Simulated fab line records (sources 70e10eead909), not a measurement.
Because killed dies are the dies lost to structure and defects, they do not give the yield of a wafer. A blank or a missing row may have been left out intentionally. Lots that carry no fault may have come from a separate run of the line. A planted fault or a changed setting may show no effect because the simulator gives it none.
Which of the tools did it?	flow nandHarc	24 lots with 72 wafers sampled at 2 steps, on a route of 1302 steps

## WHAT THE GAUGES READ, wafer by wafer
NHARC_A_CONTACT_CD_MEAS_42: the cd target is 300 nm. Usual: 300.1 nm for cdNm, sd 0.46.
lot	measured	on	cdNm (nm)	flag
L074	day 21 14:20	cdSem-01	300.3 300.2 300.3	
L075	day 21 15:22	cdSem-01	300.7 300.9 300.5	
L077	day 22 11:23	cdSem-03	300.5 300.6 300.4	
L076	day 22 13:28	cdSem-02	300.0 300.2 300.4	
L078	day 22 19:49	cdSem-02	299.6 300.3 300.3	
L079	day 23 03:05	cdSem-03	300.0 300.2 300.0	
L080	day 23 22:16	cdSem-02	298.9 299.8 299.9	
L081	day 23 22:26	cdSem-03	300.0 301.0 300.5	
L082	day 24 15:14	cdSem-03	299.8 300.7 300.1	
L083	day 25 03:43	cdSem-02	299.5 300.1 299.5	
L084	day 25 21:18	cdSem-02	300.5 300.3 300.0	
L085	day 26 02:41	cdSem-01	299.5 299.2 299.2	
L086	day 26 02:59	cdSem-01	299.5 300.1 299.4	
L087	day 26 17:22	cdSem-03	300.3 300.0 300.8	
L089	day 27 05:54	cdSem-01	300.2 299.5 300.1	
L088	day 27 15:26	cdSem-02	300.2 300.2 299.6	
L091	day 28 03:52	cdSem-03	299.3 299.3 299.5	
L090	day 28 14:05	cdSem-02	300.3 300.2 300.2	
L092	day 29 00:50	cdSem-03	301.0 300.7 300.6	
L095	day 29 14:23	cdSem-03	300.8 300.7 300.2	
L093	day 29 20:36	cdSem-01	299.8 299.4 299.6	
L094	day 29 21:06	cdSem-02	300.0 300.1 300.2	
L096	day 30 02:52	cdSem-02	299.7 300.0 299.7	
L097	day 30 23:08	cdSem-02	298.8 299.6 299.4	

NHARC_A_CONTACT_INSPECT_44. Usual: 80 for rawDefectCount, sd 38.
lot	measured	on	rawDefectCount	flag
L074	day 21 14:28	defectInspect-02	21 11 21	
L075	day 21 15:29	defectInspect-02	133 167 145	
L077	day 22 11:31	defectInspect-01	110 114 105	
L076	day 22 13:35	defectInspect-02	75 73 70	
L078	day 22 19:56	defectInspect-01	65 68 62	
L079	day 23 03:12	defectInspect-02	124 126 135	
L080	day 23 22:23	defectInspect-02	54 61 68	
L081	day 23 22:34	defectInspect-01	86 62 68	
L082	day 24 15:22	defectInspect-02	28 33 18	
L083	day 25 03:51	defectInspect-02	132 125 141	
L084	day 25 21:26	defectInspect-02	73 56 61	
L085	day 26 02:49	defectInspect-02	102 114 123	
L086	day 26 03:07	defectInspect-01	29 32 43	
L087	day 26 17:29	defectInspect-01	80 90 69	
L089	day 27 06:01	defectInspect-02	65 105 94	
L088	day 27 15:34	defectInspect-01	151 140 159	
L091	day 28 03:59	defectInspect-01	73 78 88	
L090	day 28 14:13	defectInspect-02	93 108 110	
L092	day 29 00:57	defectInspect-02	61 66 67	
L095	day 29 14:31	defectInspect-02	32 35 30	
L093	day 29 20:44	defectInspect-02	73 93 61	
L094	day 29 21:14	defectInspect-01	98 106 89	
L096	day 30 02:59	defectInspect-01	67 88 72	
L097	day 30 23:16	defectInspect-01	26 22 17	

## TOOL THAT RAN EACH LOT (tool first, then ch and the chambers of the sampled wafers, then the start)
There is no process step in the record ahead of these readings.

## WHAT THE TOOLS THEMSELVES READ (means of the sampled wafers that have a number; where no wafer has one, the mark that the record gives instead)
The record holds no such reading with a usual standard deviation.

## THE ANSWER, worked out from the rows above alone
Rule: a lot is off if the mean of its wafers that have a number lies more than 3 standard deviations from the usual mean. Also off: a lot with no number at a reading for which 4 or more lots have one. The other lots that the step has rows for count as sound. After the gauges, taken in route order, come the tools' own readings; for these a lot's mean is taken, as printed above. At the first step where some lot is off, the reading lying furthest off is the one used; lots without a number count as furthest.
No lot is off on any of the readings shown, so nothing can be concluded from this.

## WHAT HAD BEEN PUT IN BY THE SIMULATOR
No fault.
